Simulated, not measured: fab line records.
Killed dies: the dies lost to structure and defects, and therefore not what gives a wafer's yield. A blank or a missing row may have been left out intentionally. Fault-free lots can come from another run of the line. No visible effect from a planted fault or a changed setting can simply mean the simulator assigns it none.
fab line records    flow n5_finfet
record lots=7  wafers=39
route steps=1938 shown SD_EPI_N@275 HKMG_FIN@413
start_h: hours from the record's first day to the start of the lot's first wafer shown    wait_h: hours from the lot's prior step to this one    " repeats the value in the row above    L1.1+2: a row that stands for several wafers    - no value present, or no start provided    * or withheld: withheld    < > ~ a bound
route shown NAME@n: a module of which the file shows steps, and the number in the route of the first    usual: average and standard deviation across the fault-free wafers    same: alike in all rows    chamber/n: place in a boat    sites: each site's reading    _std_site: how widely they spread, as a standard deviation    _edge_site: mean of outer sites minus mean of inner sites    radius_mm: for every site, how far away it sits from the centre of the wafer    mask NAME#n: copy n    behind: the last tool/chamber to shape the wafer    hold: reason for holding the lot/hours on hold/outcome of the hold    device: the transistor (n, p or np) that didn't switch    end of line: the tests these same wafers got at the end of their route    where a step has no rows: the recipe by itself    killed: count of dies lost to structure and defects at first sort (not the wafer's yield)    map: the dies of a wafer, with x for killed, . for not killed, _ for no die there
set.NAME: the setting the step ran with; set.NAME@STEP: the setting that earlier step ran with    model.NAME: the simulator's own value behind a step, which no gauge read
lots whose settings were changed on purpose; a table a step, a row a wafer
## steps
# step N5_SD_EPI_N_ETCH_35
# recipe chemistry=N2/H2  target=SOC  overetch_a=1080  mask_material=SiARC  temp_c=40  ion_energy_ev=100  source_w=3000  bias_w=133  pressure_mtorr=20  time_s=486  n2_flow_sccm=200  h2_flow_sccm=200
# usual rf_vpp_V=241.4/1
lot.wafer  tool         chamber  start_h  wait_h  set.source_w  rf_vpp_V  model.SiARC_of_SD_EPI_N_COAT_33.thk_nm
L074.1     rie_diel-06  2        48.59    0.0     3000          240.6     20
L074.2     "            0        "        "       2688          249.0     21.2
L074.3     "            3        "        "       2688          250.5     20.8
L074.4     "            1        "        "       3000          241.4     19.6
L074.5     "            3        "        "       2688          250.0     20.8
L074.6     "            2        "        "       3000          242.3     19.8
L083.1     rie_diel-05  2        103.40   0.0     3494          228.6     17.8
L083.2     "            3        "        "       3000          243.6     19.6
L083.3     "            0        "        "       3494          228.2     17
L083.4     "            1        "        "       3494          228.6     17.2
L083.5     "            3        "        "       3000          243.6     19.8
L083.6     "            2        "        "       3000          240.5     20
L085.1     rie_diel-02  0        124.03   0.0     3000          241.7     19.4
L085.2     "            2        "        "       3000          240.6     20.2
L085.3     "            3        "        "       3000          242.0     20
L085.4     "            1        "        "       3000          239.7     20
L085.5     "            1        "        "       3000          239.7     20
L085.6     "            2        "        "       3000          240.4     20.2
L086.1     rie_diel-06  0        124.51   0.0     3000          241.2     19.8
L086.2     "            1        "        "       3000          242.4     19.4
L086.3     "            3        "        "       3000          240.5     19.2
L086.4     "            2        "        "       3000          240.7     19.8
L086.5     "            2        "        "       3000          240.8     20
L086.6     "            1        "        "       3000          243.2     19.6
L088.1     rie_diel-05  1        136.35   0.0     3000          241.1     19.4
L088.2     "            3        "        "       3000          242.1     20
L088.3     "            2        "        "       3000          241.7     19.8
L088.4     "            0        "        "       3000          241.4     19.2
L088.5     "            1        "        "       3000          239.3     19.6
L088.6     "            2        "        "       3000          241.6     19.8
L092.1     rie_diel-05  1        162.78   0.0     3000          241.9     19.2
L092.3     "            2        "        "       3000          242.0     20
L092.4     "            0        "        "       3000          240.7     19.2
L094.1     rie_diel-06  2        170.63   0.0     3000          242.8     20.2
L094.2     "            1        "        "       3000          241.2     19.8
L094.3     "            0        "        "       3436          229.9     18.6
L094.4     "            3        "        "       3436          229.0     18
L094.5     "            1        "        "       3000          242.3     19.8
L094.6     "            2        "        "       3436          230.2     18.4
# step N5_SD_EPI_N_STRIP_36
# recipe chemistry=N2/H2  temp_c=40  n2_flow_sccm=200  h2_flow_sccm=200  rf_frequency_hz=6e+07
# step N5_SD_EPI_N_ETCHBACK_44
# recipe chemistry=CH3F/O2  mode=anisotropic_etchback  target=SiNx  target_depth_a=145  stop_on=SiO2  over_etch_frac=0.3  ion_energy_ev=120  pressure_mtorr=30  source_w=395  bias_w=73  Ar_flow_sccm=150  CH3F_flow_sccm=30  O2_flow_sccm=20
lot.wafer   tool         chamber  start_h  wait_h  set.source_w@SD_EPI_N_ETCH_35  model.SiARC_of_SD_EPI_N_COAT_33.thk_nm
L074.1      rie_diel-06  2        48.92    0.0     3000                           16.4
L074.2      "            0        "        "       2688                           17.6
L074.3+5    "            3        "        "       2688                           17
L074.4      "            1        "        "       3000                           16
L074.6      "            2        "        "       3000                           16.2
L083.1      rie_diel-05  2        103.72   0.0     3494                           14.2
L083.2+5    "            3        "        "       3000                           16
L083.3      "            0        "        "       3494                           13.2
L083.4      "            1        "        "       3494                           13.4
L083.6      "            2        "        "       3000                           16.2
L085.1      rie_diel-02  0        124.36   0.0     3000                           15.8
L085.2      "            2        "        "       3000                           16.4
L085.3+4+5  "            3,1,1    "        "       3000                           16.2
L085.6      "            2        "        "       3000                           16.6
L086.1+4    rie_diel-06  0,2      124.84   0.0     3000                           16
L086.2      "            1        "        "       3000                           15.6
L086.3      "            3        "        "       3000                           15.2
L086.5      "            2        "        "       3000                           16.2
L086.6      "            1        "        "       3000                           15.8
L088.1      rie_diel-05  1        136.68   0.0     3000                           15.6
L088.2      "            3        "        "       3000                           16.2
L088.3+6    "            2        "        "       3000                           16
L088.4      "            0        "        "       3000                           15.2
L088.5      "            1        "        "       3000                           15.8
L092.1      rie_diel-05  1        163.10   0.0     3000                           15.4
L092.3      "            2        "        "       3000                           16.2
L092.4      "            0        "        "       3000                           15.2
L094.1      rie_diel-06  2        170.96   0.0     3000                           16.6
L094.2+5    "            1        "        "       3000                           16
L094.3      "            0        "        "       3436                           15
L094.4      "            3        "        "       3436                           14.2
L094.6      "            2        "        "       3436                           14.8
# step N5_HKMG_FIN_CVD_62
# recipe material=a-Si  target_thk_a=30  temp_c=500  precursor=Si2H6  pressure_torr=1  time_s=20.8
lot.wafer     tool               chamber  start_h  wait_h  set.temp_c  model.a-Si_of_HKMG_FIN_CVD_62.thk_nm
L074.1+3      thermal_cvd_si-01  1,0      73.07    0.2     500         3.2
L074.2        "                  2        "        "       500         3
L074.4+5      "                  1,2      "        "       510         4
L074.6        "                  0        "        "       510         4.2
L083.1        thermal_cvd_si-02  2        126.79   0.2     521.5       5.6
L083.2+5      "                  0        "        "       521.5       5.4
L083.3+4+6    "                  1,1,2    "        "       500         3
L085.1        thermal_cvd_si-02  0        147.98   0.2     500         2.8
L085.2        "                  2        "        "       490.2       2.2
L085.3+5      "                  1,2      "        "       500         3
L085.4        "                  0        "        "       490.2       2
L085.6        "                  1        "        "       490.2       2.4
L086.1+2+5    thermal_cvd_si-01  0,2,0    149.14   0.2     482.3       1.8
L086.3+4+6    "                  1,1,2    "        "       500         3
L088.1+3+4+6  thermal_cvd_si-01  1,0,0,2  162.48   0.2     500         3
L088.2        "                  2        "        "       500         2.8
L088.5        "                  1        "        "       500         3.2
L092.1+3+4    thermal_cvd_si-01  1,2,1    187.14   0.2     500         3
L094.1+2+6    thermal_cvd_si-01  0,1,1    197.51   0.2     522.6       5.8
L094.3+5      "                  2        "        "       500         3
L094.4        "                  0        "        "       500         3.2
# step N5_HKMG_FIN_ETCH_32
# recipe chemistry=N2/H2  target=SOC  target_depth_a=2400  temp_c=40  time_s=300  ion_energy_ev=200  mask_material=SiARC  pressure_mtorr=30  source_w=840  bias_w=150  n2_flow_sccm=200  h2_flow_sccm=200
# usual rf_vpp_V=525.1/1.8
lot.wafer  tool         chamber  start_h  wait_h  set.source_w  rf_vpp_V  model.etch.depth_nm  model.HKMG_FIN.feature_depth_nm
L074.1     rie_diel-06  3        74.81    0.0     840           524.7     244.4                244.4
L074.2     "            0        "        "       840           525.2     238.4                238.4
L074.3     "            2        "        "       840           525.0     237.9                238
L074.4     "            1        "        "       840           527.0     242.1                242.2
L074.5     "            1        "        "       840           528.2     242.1                242
L074.6     "            0        "        "       840           525.0     237.5                237.6
L083.1     rie_diel-06  2        128.52   0.0     840           525.2     232.8                232.8
L083.2     "            3        "        "       840           522.9     241.3                241.2
L083.3     "            0        "        "       840           522.9     232.6                232.6
L083.4     "            1        "        "       840           526.8     241.1                241
L083.5     "            1        "        "       840           526.1     240.2                240.2
L083.6     "            2        "        "       840           524.5     235.2                235.2
L085.1     rie_diel-05  1        149.93   0.0     840           526.5     247.1                247
L085.2     "            0        "        "       899.4         510.5     265.8                265.8
L085.3     "            2        "        "       899.4         513.9     250.3                250.2
L085.4     "            3        "        "       840           526.0     240.3                240.4
L085.5     "            2        "        "       840           526.3     238.9                238.8
L085.6     "            1        "        "       899.4         512.7     264.4                264.4
L086.1     rie_diel-05  1        151.16   0.0     840           525.0     247.2                247.2
L086.2     "            3        "        "       840           526.2     238.3                238.4
L086.3     "            0        "        "       840           523.7     250.4                250.4
L086.4     "            2        "        "       840           527.2     235.4                235.4
L086.5     "            1        "        "       840           523.7     246.2                246.2
L086.6     "            2        "        "       840           525.7     236.7                236.6
L088.1     rie_diel-06  3        164.41   0.0     840           525.5     240.2                240.2
L088.2     "            0        "        "       840           522.7     235.7                235.6
L088.3     "            2        "        "       918           508.6     253                  253
L088.4     "            2        "        "       918           508.9     252.4                252.4
L088.5     "            3        "        "       918           508.8     261.3                261.2
L088.6     "            0        "        "       840           523.7     234.3                234.2
L092.1     rie_diel-02  2        188.76   0.0     840           523.8     234.5                234.6
L092.3     "            1        "        "       840           520.9     240.1                240
L092.4     "            0        "        "       840           527.5     242.5                242.4
L094.1     rie_diel-06  0        199.19   0.0     968.1         499.0     264.3                264.2
L094.2     "            3        "        "       968.1         499.7     272.8                272.8
L094.3     "            2        "        "       968.1         500.7     259.9                260
L094.4     "            1        "        "       840           525.4     239.6                239.6
L094.5     "            2        "        "       840           525.9     232.3                232.4
L094.6     "            1        "        "       840           524.9     239.1                239.2
# step N5_HKMG_FIN_ETCH_35
# recipe chemistry=N2/H2  target=SOC  target_depth_a=2158  ion_energy_ev=65  bias_w=5  source_w=3000  time_s=243.4  pressure_mtorr=30  n2_flow_sccm=200  h2_flow_sccm=200
lot.wafer  tool         chamber  start_h  wait_h  set.target_depth_a  model.SOC_of_HKMG_FIN_COAT_29.thk_nm  model.etch.depth_nm  model.HKMG_FIN.feature_depth_nm
L074.1     rie_diel-06  3        75.02    0.0     2158                78                                    220                  220
L074.2     "            0        "        "       1940                104.8                                 193.9                194
L074.3     "            2        "        "       2158                83.4                                  214.7                214.8
L074.4     "            1        "        "       1940                100.8                                 197.6                197.6
L074.5     "            1        "        "       2158                77.2                                  220.4                220.4
L074.6     "            0        "        "       1940                104.4                                 194.2                194.2
L083.1     rie_diel-06  2        128.73   0.0     2158                83                                    215.4                215.4
L083.2     "            3        "        "       2158                80                                    218.1                218.2
L083.3     "            0        "        "       1913                110.6                                 188.2                188.2
L083.4     "            1        "        "       2158                81.4                                  217.3                217.4
L083.5     "            1        "        "       1913                106.6                                 192.4                192.4
L083.6     "            2        "        "       1913                109.2                                 189.6                189.6
L085.1     rie_diel-05  1        150.15   0.0     2284                69                                    231.5                231.4
L085.2     "            0        "        "       2284                63.4                                  237                  237
L085.3     "            2        "        "       2158                86.4                                  213.4                213.4
L085.4     "            3        "        "       2158                83.6                                  215.3                215.4
L085.5     "            2        "        "       2158                86                                    213.1                213
L085.6     "            1        "        "       2284                68.6                                  231.4                231.4
L086.1     rie_diel-05  1        151.37   0.0     2158                78.4                                  220.3                220.2
L086.2     "            3        "        "       2158                85.4                                  213.7                213.8
L086.3     "            0        "        "       1997                92                                    207.3                207.4
L086.4     "            2        "        "       2158                87.8                                  211.3                211.4
L086.5     "            1        "        "       1997                98.2                                  201.2                201.2
L086.6     "            2        "        "       1997                102.4                                 196.5                196.6
L088.1     rie_diel-06  3        164.62   0.0     2158                83.4                                  217.1                217.2
L088.2     "            0        "        "       2050                97.8                                  202.2                202.2
L088.3     "            2        "        "       2050                101.6                                 198.5                198.6
L088.4     "            2        "        "       2158                88.2                                  210.6                210.6
L088.5     "            3        "        "       2050                94.6                                  205.7                205.8
L088.6     "            0        "        "       2158                86.8                                  213.2                213.2
L092.1     rie_diel-02  2        188.97   0.0     2158                85                                    212.9                212.8
L092.3     "            1        "        "       2158                82.8                                  216.4                216.4
L092.4     "            0        "        "       2158                77.8                                  220.7                220.8
L094.1     rie_diel-06  0        199.40   0.0     1935                107.8                                 192.6                192.6
L094.2     "            3        "        "       2158                81.2                                  219.5                219.4
L094.3     "            2        "        "       1935                109.8                                 190.2                190.2
L094.4     "            1        "        "       1935                103.4                                 196.8                196.8
L094.5     "            2        "        "       2158                85                                    215                  215
L094.6     "            1        "        "       2158                82.8                                  217.8                217.8
## key
split step=N5_SD_EPI_N_ETCH_35  setting=source_w  stated=3000  by=wafer
response step=N5_SD_EPI_N_ETCH_35  reading=rf_vpp_V  change=-0.845  per=1%  r=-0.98
response step=N5_SD_EPI_N_ETCH_35  reading=model.SiARC_of_SD_EPI_N_COAT_33.thk_nm  change=-0.128  per=1%  r=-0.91
response step=N5_SD_EPI_N_ETCHBACK_44  reading=model.SiARC_of_SD_EPI_N_COAT_33.thk_nm  change=-0.124  per=1%  r=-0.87
split step=N5_HKMG_FIN_CVD_62  setting=temp_c  stated=500  by=wafer
response step=N5_HKMG_FIN_CVD_62  reading=model.a-Si_of_HKMG_FIN_CVD_62.thk_nm  change=+0.515  per=1%  r=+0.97
split step=N5_HKMG_FIN_ETCH_32  setting=source_w  stated=840  by=wafer
response step=N5_HKMG_FIN_ETCH_32  reading=rf_vpp_V  change=-1.71  per=1%  r=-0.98
response step=N5_HKMG_FIN_ETCH_32  reading=model.etch.depth_nm  change=+2.01  per=1%  r=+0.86
response step=N5_HKMG_FIN_ETCH_32  reading=model.HKMG_FIN.feature_depth_nm  change=+2  per=1%  r=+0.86
split step=N5_HKMG_FIN_ETCH_35  setting=target_depth_a  stated=2158  by=wafer
response step=N5_HKMG_FIN_ETCH_35  reading=model.SOC_of_HKMG_FIN_COAT_29.thk_nm  change=-2.36  per=1%  r=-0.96
response step=N5_HKMG_FIN_ETCH_35  reading=model.etch.depth_nm  change=+2.34  per=1%  r=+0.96
response step=N5_HKMG_FIN_ETCH_35  reading=model.HKMG_FIN.feature_depth_nm  change=+2.34  per=1%  r=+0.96
